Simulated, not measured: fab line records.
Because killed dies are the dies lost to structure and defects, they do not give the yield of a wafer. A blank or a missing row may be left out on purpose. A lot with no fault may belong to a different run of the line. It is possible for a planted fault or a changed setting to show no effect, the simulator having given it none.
A struck lot beside a sound one / flow nandHarc / 13 out of 1302 route steps
Sound: these wafers, L827.2, L827.4, L827.6. Struck: wafers L832.1, L832.3, L832.5. The cause is given at the end.
At each step with rows: each side's tool, then ch and its chambers, then its first start. Under that, the readings that differ: sound wafers / struck wafers / difference of the means / sigmas: that difference in standard deviations of wafers without a fault.
alike: a reading whose means differ by less than 2 such deviations, as well as words and numbers matching on both sides. not compared: withheld readings; readings where some wafer has no value; bounds like >300 that might hide an equal value; numbers whose values overlap and for which the record gives no deviation.
A row with sigmas, a row that says differs or no value, or rows on one side alone: a step with any of these is where the two part. When numbers do not overlap yet have no deviation, they are printed without sigmas and do not part them. A reading that every wafer of one side lacks parts them only if that side has two wafers or more.

first, 2 steps without rows for these wafers: NHARC_A_SOURCE_PLATE_SRD_01; NHARC_A_SOURCE_PLATE_OXIDE_02 (material SiO2, target thk 10 nm, ox time 1362 s).
NHARC_A_SOURCE_PLATE_THK_MEAS_09: measures by ellipsometry.
  sound: filmMetro-01 at day 8 17:26; struck: filmMetro-01 at day 11 04:55
  alike: thkNm
then, 3 steps without rows for these wafers: NHARC_A_SOURCE_PLATE_PVD_04 (deposits WSi2, target thk 50 nm); NHARC_A_SOURCE_PLATE_CVD_03 (deposits poly-Si, target thk 200 nm, time 4000 s); NHARC_A_SOURCE_PLATE_ANNEAL_05 (time 1800 s).
NHARC_A_SOURCE_PLATE_THK_MEAS_06: measures by ellipsometry.
  sound: filmMetro-02 at day 9 07:13; struck: filmMetro-01 at day 11 17:46
  alike: thkNm
NHARC_A_SOURCE_PLATE_INSPECT_08:
  sound: defectInspect-01 at day 9 07:17; struck: defectInspect-02 at day 11 17:49
  alike: rawDefectCount
following that, 1 step holds no rows for these wafers, namely NHARC_A_ONON_D1_DEP_00 (target thickness 1000 nm).
NHARC_A_ONON_D1_THK_MEAS_02: measures by ellipsometry.
  sound: filmMetro-02 at day 9 07:51; struck: filmMetro-02 at day 11 18:25
  alike: thkNm
NHARC_A_ONON_D1_DEP_03: target thk 1000 nm.
  sound on pecvdOnon-04 ch 0, day 9 07:58; struck on pecvdOnon-04 ch 0, day 11 18:28
NHARC_A_ONON_D1_THK_MEAS_05: measures by ellipsometry.
  sound: filmMetro-02 at day 9 08:25; struck: filmMetro-01 at day 11 19:08
reading=thkNm (nm); sound=990 989 990; struck=1675 1676 1677; difference=+686; sigmas=+69
  not compared: hold
NHARC_END_SORT_01:
  the record has rows for the sound wafers here (prober-01 ch 0, day 25 17:05) and none for the struck ones

WHERE THEY PART
First at NHARC_A_ONON_D1_THK_MEAS_05; last, within this record, at NHARC_END_SORT_01.

WHY: what the simulator had put in
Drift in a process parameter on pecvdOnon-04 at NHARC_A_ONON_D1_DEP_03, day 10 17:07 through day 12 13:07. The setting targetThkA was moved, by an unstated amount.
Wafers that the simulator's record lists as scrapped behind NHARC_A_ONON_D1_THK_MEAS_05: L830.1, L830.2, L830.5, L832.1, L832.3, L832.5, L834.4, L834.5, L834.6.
